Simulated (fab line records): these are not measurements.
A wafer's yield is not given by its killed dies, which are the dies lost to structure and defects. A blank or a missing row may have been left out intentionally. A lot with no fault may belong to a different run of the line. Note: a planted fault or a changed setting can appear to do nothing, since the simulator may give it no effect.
Lot-split experiment || flow n5_finfet || 21 wafers read across 7 lots, on a route 1938 steps long

ABOUT THE SPLIT
At N5_BEOL_M8_DESCUM_16 (chemistry O2, time 7.9 s), the setting time_s was moved away from the recipe's 7.9 s on 6 of the 21 wafers read, by -9.4% to +21.6%. This setting was run at the recipe's value on the other wafers.

No step appears in the file between the split and the reading.

THE READING
CAR-ArF_of_BEOL_M8_COAT_05.thk_nm (the simulator's own value, which no gauge read), in nm, at N5_BEOL_M8_ETCH_61 (etches SiARC in CF4, target depth 45.5 nm, time 75.8 s). The file does not state a usual value for it. Average 51.0 nm, standard deviation 0.16 nm, over the 15 wafers here run with the recipe.

{"wafer": "L081.1", "tool, chamber at the split": "rie_diel-06, 0", "time_s as run, s": 7.9, "against the recipe": "recipe", "CAR-ArF_of_BEOL_M8_COAT_05.thk_nm, nm": 50.8, "against lot-mates on the recipe": "-"}
{"wafer": "L081.3", "tool, chamber at the split": "rie_diel-06, 2", "time_s as run, s": 9.288, "against the recipe": "+17.6%", "CAR-ArF_of_BEOL_M8_COAT_05.thk_nm, nm": 50.2, "against lot-mates on the recipe": -0.7}
{"wafer": "L081.6", "tool, chamber at the split": "rie_diel-06, 3", "time_s as run, s": 7.9, "against the recipe": "recipe", "CAR-ArF_of_BEOL_M8_COAT_05.thk_nm, nm": 51, "against lot-mates on the recipe": "-"}
{"wafer": "L084.3", "tool, chamber at the split": "rie_diel-01, 1", "time_s as run, s": 7.9, "against the recipe": "recipe", "CAR-ArF_of_BEOL_M8_COAT_05.thk_nm, nm": 51, "against lot-mates on the recipe": "-"}
{"wafer": "L084.4", "tool, chamber at the split": "rie_diel-01, 3,2", "time_s as run, s": 7.9, "against the recipe": "recipe", "CAR-ArF_of_BEOL_M8_COAT_05.thk_nm, nm": 51, "against lot-mates on the recipe": "-"}
{"wafer": "L084.6", "tool, chamber at the split": "rie_diel-01, 3,2", "time_s as run, s": 7.9, "against the recipe": "recipe", "CAR-ArF_of_BEOL_M8_COAT_05.thk_nm, nm": 51.2, "against lot-mates on the recipe": "-"}
{"wafer": "L082.1", "tool, chamber at the split": "rie_diel-03, 0,2", "time_s as run, s": 7.9, "against the recipe": "recipe", "CAR-ArF_of_BEOL_M8_COAT_05.thk_nm, nm": 51, "against lot-mates on the recipe": "-"}
{"wafer": "L082.4", "tool, chamber at the split": "rie_diel-03, 0,2", "time_s as run, s": 7.9, "against the recipe": "recipe", "CAR-ArF_of_BEOL_M8_COAT_05.thk_nm, nm": 51.2, "against lot-mates on the recipe": "-"}
{"wafer": "L082.5", "tool, chamber at the split": "rie_diel-03, 0", "time_s as run, s": 7.9, "against the recipe": "recipe", "CAR-ArF_of_BEOL_M8_COAT_05.thk_nm, nm": 51.2, "against lot-mates on the recipe": "-"}
{"wafer": "L085.1", "tool, chamber at the split": "rie_diel-06, 1", "time_s as run, s": 7.9, "against the recipe": "recipe", "CAR-ArF_of_BEOL_M8_COAT_05.thk_nm, nm": 51, "against lot-mates on the recipe": "-"}
{"wafer": "L085.3", "tool, chamber at the split": "rie_diel-06, 3", "time_s as run, s": 7.154, "against the recipe": "-9.4%", "CAR-ArF_of_BEOL_M8_COAT_05.thk_nm, nm": 51.6, "against lot-mates on the recipe": "+0.6"}
{"wafer": "L085.5", "tool, chamber at the split": "rie_diel-06, 1", "time_s as run, s": 7.154, "against the recipe": "-9.4%", "CAR-ArF_of_BEOL_M8_COAT_05.thk_nm, nm": 51.8, "against lot-mates on the recipe": "+0.8"}
{"wafer": "L088.4", "tool, chamber at the split": "rie_diel-01, 0", "time_s as run, s": 9.604, "against the recipe": "+21.6%", "CAR-ArF_of_BEOL_M8_COAT_05.thk_nm, nm": 50, "against lot-mates on the recipe": -0.8}
{"wafer": "L088.5", "tool, chamber at the split": "rie_diel-01, 1", "time_s as run, s": 7.9, "against the recipe": "recipe", "CAR-ArF_of_BEOL_M8_COAT_05.thk_nm, nm": 51, "against lot-mates on the recipe": "-"}
{"wafer": "L088.6", "tool, chamber at the split": "rie_diel-01, 2", "time_s as run, s": 7.9, "against the recipe": "recipe", "CAR-ArF_of_BEOL_M8_COAT_05.thk_nm, nm": 50.6, "against lot-mates on the recipe": "-"}
{"wafer": "L096.1", "tool, chamber at the split": "rie_diel-01, 3,0", "time_s as run, s": 7.9, "against the recipe": "recipe", "CAR-ArF_of_BEOL_M8_COAT_05.thk_nm, nm": 50.8, "against lot-mates on the recipe": "-"}
{"wafer": "L096.2", "tool, chamber at the split": "rie_diel-01, 2", "time_s as run, s": 9.277, "against the recipe": "+17.4%", "CAR-ArF_of_BEOL_M8_COAT_05.thk_nm, nm": 50, "against lot-mates on the recipe": -0.9}
{"wafer": "L096.4", "tool, chamber at the split": "rie_diel-01, 3,0", "time_s as run, s": 7.9, "against the recipe": "recipe", "CAR-ArF_of_BEOL_M8_COAT_05.thk_nm, nm": 51, "against lot-mates on the recipe": "-"}
{"wafer": "L097.1", "tool, chamber at the split": "rie_diel-01, 3", "time_s as run, s": 7.9, "against the recipe": "recipe", "CAR-ArF_of_BEOL_M8_COAT_05.thk_nm, nm": 51, "against lot-mates on the recipe": "-"}
{"wafer": "L097.4", "tool, chamber at the split": "rie_diel-01, 0", "time_s as run, s": 7.9, "against the recipe": "recipe", "CAR-ArF_of_BEOL_M8_COAT_05.thk_nm, nm": 50.8, "against lot-mates on the recipe": "-"}
{"wafer": "L097.5", "tool, chamber at the split": "rie_diel-01, 3", "time_s as run, s": 9.56, "against the recipe": "+21.0%", "CAR-ArF_of_BEOL_M8_COAT_05.thk_nm, nm": 50.2, "against lot-mates on the recipe": -0.7}
If several chambers appear in one row, that row covers several wafers at once and the file leaves open which wafer was in which chamber.

THE FIT
A straight line over all 21 wafers: CAR-ArF_of_BEOL_M8_COAT_05.thk_nm changes by -0.0494 nm for each +1% of time_s; r = -0.93; the points scatter about the line by 0.18 nm.
The same after taking each lot's own level away (the mean of its wafers on the recipe; 21 wafers): -0.0446 nm for each +1%; r = -0.94; scatter 0.15 nm.
The reading moves by 0.96 nm for the largest change in time_s, on that fit.
The lots' own levels span 50.80 to 51.13 nm, that is 2.1 times the standard deviation above.
In other words, the slope is changed by the lot-to-lot level; the two fits disagree.
Check: -0.964 nm against its lot-mates is what the line predicts for one of the wafers moved furthest among these (+21.6%) when that wafer is left out of the fit. Against them it came out at -0.8 nm.

THE WHOLE CHAIN: every reading that the file lists as answering this split, in the file's order
{"step": "N5_BEOL_M8_DESCUM_16", "what it does": "chemistry O2, time 7.9 s", "reading": "CAR-ArF_of_BEOL_M8_COAT_05.thk_nm (the simulator's own value, which no gauge read)", "change (the file's fit)": "-0.0453 nm for each +1% of the setting", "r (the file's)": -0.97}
{"step": "N5_BEOL_M8_ETCH_61", "what it does": "etches SiARC in CF4, target depth 45.5 nm, time 75.8 s", "reading": "CAR-ArF_of_BEOL_M8_COAT_05.thk_nm (the simulator's own value, which no gauge read)", "change (the file's fit)": "-0.0414 nm for each +1% of the setting", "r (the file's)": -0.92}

THE FILE'S OWN FIT
CAR-ArF_of_BEOL_M8_COAT_05.thk_nm changes by -0.0414 nm for each +1% of time_s, r = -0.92.
